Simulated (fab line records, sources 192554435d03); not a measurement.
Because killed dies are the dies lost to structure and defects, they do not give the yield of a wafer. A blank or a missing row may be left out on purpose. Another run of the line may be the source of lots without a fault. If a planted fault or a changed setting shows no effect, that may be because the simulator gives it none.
A single fault, viewed from 2 desks    flow n5 finfet    every desk sees just its own numbers, and what lay behind them comes last

THE METROLOGY DESK
Means of the sampled wafers that have a number, per lot and without regard to the tool the lot ran on: this is what the gauges read. A lot is out of limits, marked OUT, if its mean lies more than 4 standard deviations from the usual mean; the brackets give that distance. Only the readings that lie furthest out on some lot appear, 7 of the 10 it has.
Columns: A = DIBL_N at N5_BEOL_M4_RC_MEAS_101, usual 37.2 mV/V; B = IOFF_N at N5_BEOL_M4_RC_MEAS_101, usual 0.18 nA/um; C = IOFF_P at N5_BEOL_M4_RC_MEAS_101, usual 0.22 nA/um; D = ION_P at N5_BEOL_M4_RC_MEAS_101, usual 462 uA/um; E = SS_P at N5_BEOL_M4_RC_MEAS_101, usual 73.5 mV/dec; F = VT_N at N5_BEOL_M4_RC_MEAS_101, usual 249 mV; G = VT_P at N5_BEOL_M4_RC_MEAS_101, usual -250 mV
lot   first seen here  A     B     C     D    E     F    G
L394  day 8 20:22      38.1  0.19  0.21  456  73.4  246  -254
L412  day 13 04:42     38.2  0.23  0.28  468  73.8  244  -246
L409  day 13 12:34     38.4  0.20  0.30  466  74.6  246  -244
L415  day 13 22:07     35.6  0.16  0.19  458  73.4  251  -253
Finding of this desk: none of the 4 lots has anything out of limits.

TOOL OWNER'S DESK, ald sin-01
The tool's own readings at N5_MOL_CONTACT_COAG_ALD_27 (deposits SiOC, target thk 17 nm, pulse time 1.5 s, time 2720 s): means of the sampled wafers that have a number, for each lot that ran on this tool. A lot is out of limits, marked OUT, if its mean lies more than 4 standard deviations from the usual mean; the brackets give that distance.
Columns: A = chamber pressure Torr at N5_MOL_CONTACT_COAG_ALD_27, usual 2.000 Torr; B = heater power w at N5_MOL_CONTACT_COAG_ALD_27, usual 864 W; C = precursor pulse height rel at N5_MOL_CONTACT_COAG_ALD_27, usual 1.000; D = run length s at N5_MOL_CONTACT_COAG_ALD_27, usual 2770.0 s
lot   first seen here  A      B    C      D
L394  day 5 14:43      1.999  788  0.986  2769.6
L409  day 9 04:17      1.998  880  1.001  2089.1 (-99 or more) OUT
L412  day 10 01:23     1.997  830  0.988  2429.1 (-99 or more) OUT
This desk's verdict: out of limits on L409, L412, starting with L409 at day 9 04:17 (run length s at N5_MOL_CONTACT_COAG_ALD_27). In limits: L394.

ALL TOGETHER
The tool owner's desk could have raised an alarm at day 9 04:17, on L409, L412.
From the metrology desk's view, nothing was out of limits.
The metrology desk has L409, L412 on record, within its limits.
N5_MOL_CONTACT_COAG_ALD_27 was run on ald sin-01 by each of the lots named.

WHAT THE SIMULATOR HAD PUT IN
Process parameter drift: ald sin-01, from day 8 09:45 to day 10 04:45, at N5_MOL_CONTACT_COAG_ALD_27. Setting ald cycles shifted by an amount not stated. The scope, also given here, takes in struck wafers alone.
Lots struck among those shown: L409, L412.
Each desk's first reading out of limits, in hours after the fault started: the tool owner's desk, 19.
